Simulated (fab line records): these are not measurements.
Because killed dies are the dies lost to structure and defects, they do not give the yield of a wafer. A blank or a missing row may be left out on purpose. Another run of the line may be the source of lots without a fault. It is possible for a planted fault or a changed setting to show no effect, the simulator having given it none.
Which tool was responsible? :: flow nand_harc :: 12 lots with 36 wafers sampled at 5 steps, on a route of 1302 steps

WHAT EACH GAUGE READ, for each wafer
NHARC_A_SGD_CUT_CD_MEAS_09 targets a cd of 100 nm.
lot: L076
measured: day 19 18:08
on: cd_sem-01
cd_nm (nm): 101.7 101.0 100.1

lot: L078
measured: day 20 08:49
on: cd_sem-03
cd_nm (nm): 101.2 100.3 100.2

lot: L079
measured: day 21 06:17
on: cd_sem-03
cd_nm (nm): 100.7 99.8 100.3

lot: L081
measured: day 22 18:16
on: cd_sem-03
cd_nm (nm): 100.1 99.9 101.1

lot: L084
measured: day 23 21:53
on: cd_sem-03
cd_nm (nm): 100.2 100.2 99.9

lot: L085
measured: day 23 21:35
on: cd_sem-02
cd_nm (nm): 100.3 99.9 100.0

lot: L086
measured: day 24 09:22
on: cd_sem-03
cd_nm (nm): 101.1 100.0 101.2

lot: L090
measured: day 24 23:26
on: cd_sem-02
cd_nm (nm): 100.5 99.3 99.7

lot: L091
measured: day 26 07:44
on: cd_sem-03
cd_nm (nm): 100.2 100.2 100.4

lot: L094
measured: day 27 08:26
on: cd_sem-01
cd_nm (nm): 99.7 99.6 99.6

lot: L096
measured: day 27 20:30
on: cd_sem-02
cd_nm (nm): 101.0 100.3 100.4

lot: L097
measured: day 29 06:33
on: cd_sem-02
cd_nm (nm): 99.5 99.8 99.6

WHICH TOOL RAN EACH LOT (tool, then ch and the chambers of the sampled wafers, then the start)
lot: L076
NHARC_A_STAIRCASE_ETCH_315: rie_diel-05 ch 0,2, day 19 16:28 or earlier
NHARC_A_STAIRCASE_ETCHBACK_416: rie_diel-05 ch 0,2,3, day 19 16:28 or earlier
NHARC_A_STAIRCASE_ETCHBACK_157: rie_diel-11 ch 1,2,3, day 19 16:28
NHARC_A_SGD_CUT_DEP_00: pecvd-01 ch 1,2, day 19 17:24

lot: L078
NHARC_A_STAIRCASE_ETCH_315: rie_diel-09 ch 0,1,2, day 20 07:02 or earlier
NHARC_A_STAIRCASE_ETCHBACK_416: rie_diel-05 ch 0,1,2, day 20 07:02 or earlier
NHARC_A_STAIRCASE_ETCHBACK_157: rie_diel-11 ch 0,2,3, day 20 07:02
NHARC_A_SGD_CUT_DEP_00: pecvd-02 ch 0,1,2, day 20 08:07

lot: L079
NHARC_A_STAIRCASE_ETCH_315: rie_diel-05 ch 0,1, day 21 04:35 or earlier
NHARC_A_STAIRCASE_ETCHBACK_416: rie_diel-05 ch 1,2,3, day 21 04:35 or earlier
NHARC_A_STAIRCASE_ETCHBACK_157: rie_diel-11 ch 0,1, day 21 04:35
NHARC_A_SGD_CUT_DEP_00: pecvd-01 ch 0,1,2, day 21 05:39

lot: L081
NHARC_A_STAIRCASE_ETCH_315: rie_diel-11 ch 0,3, day 22 16:28 or earlier
NHARC_A_STAIRCASE_ETCHBACK_416: rie_diel-11 ch 0,3, day 22 16:28 or earlier
NHARC_A_STAIRCASE_ETCHBACK_157: rie_diel-05 ch 0,1,2, day 22 16:28
NHARC_A_SGD_CUT_DEP_00: pecvd-02 ch 0,2, day 22 17:36

lot: L084
NHARC_A_STAIRCASE_ETCH_315: rie_diel-09 ch 0,2,3, day 23 20:12 or earlier
NHARC_A_STAIRCASE_ETCHBACK_416: rie_diel-09 ch 0,1,2, day 23 20:12 or earlier
NHARC_A_STAIRCASE_ETCHBACK_157: rie_diel-11 ch 1,2,3, day 23 20:12
NHARC_A_SGD_CUT_DEP_00: pecvd-02 ch 0,1,2, day 23 21:09

lot: L085
NHARC_A_STAIRCASE_ETCH_315: rie_diel-05 ch 0,2,3, day 23 20:02 or earlier
NHARC_A_STAIRCASE_ETCHBACK_416: rie_diel-05 ch 1,2,3, day 23 20:02 or earlier
NHARC_A_STAIRCASE_ETCHBACK_157: rie_diel-09 ch 0,2,3, day 23 20:02
NHARC_A_SGD_CUT_DEP_00: pecvd-01 ch 0,1, day 23 20:59

lot: L086
NHARC_A_STAIRCASE_ETCH_315: rie_diel-05 ch 0,1,2, day 22 08:06 or earlier
NHARC_A_STAIRCASE_ETCHBACK_416: rie_diel-05 ch 1,2,3, day 22 08:06
NHARC_A_STAIRCASE_ETCHBACK_157: rie_diel-05 ch 0,2,3, day 24 07:19
NHARC_A_SGD_CUT_DEP_00: pecvd-03 ch 0,2, day 24 08:38

lot: L090
NHARC_A_STAIRCASE_ETCH_315: rie_diel-05 ch 0,1,2, day 23 07:02 or earlier
NHARC_A_STAIRCASE_ETCHBACK_416: rie_diel-05 ch 0,1, day 23 07:02
NHARC_A_STAIRCASE_ETCHBACK_157: rie_diel-11 ch 1,2,3, day 24 21:47
NHARC_A_SGD_CUT_DEP_00: pecvd-02 ch 0,1, day 24 22:43

lot: L091
NHARC_A_STAIRCASE_ETCH_315: rie_diel-11 ch 2,3, day 26 06:04 or earlier
NHARC_A_STAIRCASE_ETCHBACK_416: rie_diel-09 ch 1,2,3, day 26 06:04 or earlier
NHARC_A_STAIRCASE_ETCHBACK_157: rie_diel-11 ch 0,1, day 26 06:04
NHARC_A_SGD_CUT_DEP_00: pecvd-01 ch 0,1, day 26 07:01

lot: L094
NHARC_A_STAIRCASE_ETCH_315: rie_diel-11 ch 0,1,3, day 27 06:45 or earlier
NHARC_A_STAIRCASE_ETCHBACK_416: rie_diel-09 ch 1,2,3, day 27 06:45 or earlier
NHARC_A_STAIRCASE_ETCHBACK_157: rie_diel-05 ch 1,2, day 27 06:45
NHARC_A_SGD_CUT_DEP_00: pecvd-02 ch 0,1, day 27 07:43

lot: L096
NHARC_A_STAIRCASE_ETCH_315: rie_diel-09 ch 0,3, day 27 18:58 or earlier
NHARC_A_STAIRCASE_ETCHBACK_416: rie_diel-05 ch 1,2,3, day 27 18:58 or earlier
NHARC_A_STAIRCASE_ETCHBACK_157: rie_diel-11 ch 1,3, day 27 18:58
NHARC_A_SGD_CUT_DEP_00: pecvd-03 ch 0,1, day 27 19:56

lot: L097
NHARC_A_STAIRCASE_ETCH_315: rie_diel-05 ch 1,2,3, day 27 07:23 or earlier
NHARC_A_STAIRCASE_ETCHBACK_416: rie_diel-09 ch 1,2,3, day 27 07:23
NHARC_A_STAIRCASE_ETCHBACK_157: rie_diel-05 ch 0,1,3, day 29 04:58
NHARC_A_SGD_CUT_DEP_00: pecvd-03 ch 0,2, day 29 05:56
- NHARC_A_STAIRCASE_ETCH_315: etches the open film in C4F8/O2/Ar, target depth 2500 nm, time 607.1 s.
- NHARC_A_STAIRCASE_ETCHBACK_416: etches the open film in C4F8/O2/Ar, target depth 36 nm, time 7.2 s.
- NHARC_A_STAIRCASE_ETCHBACK_157: etches the open film in CH3F/O2, target depth 90 nm, time 167.14 s.
- NHARC_A_SGD_CUT_DEP_00: deposits SiNx, target thk 50 nm.

THE ANSWER, worked out from the rows above alone
Rule: usual is defined by the lots themselves. The widest of any qualifying gaps counts: lots, ordered by their means at a reading, are off when they make up no more than a third of the lots, leave a main group of 4 or more, and stand apart from it by 3 or more times the standard deviation of that group's means. Not used: any main group whose means are identical at the precision the tables above print for the reading. Also off: a lot with no number at a reading for which 4 or more lots have one. The other lots that the step has rows for count as sound.
Across all readings shown, no lot is off: no conclusion can be drawn from this.

WHAT HAD BEEN PUT IN BY THE SIMULATOR
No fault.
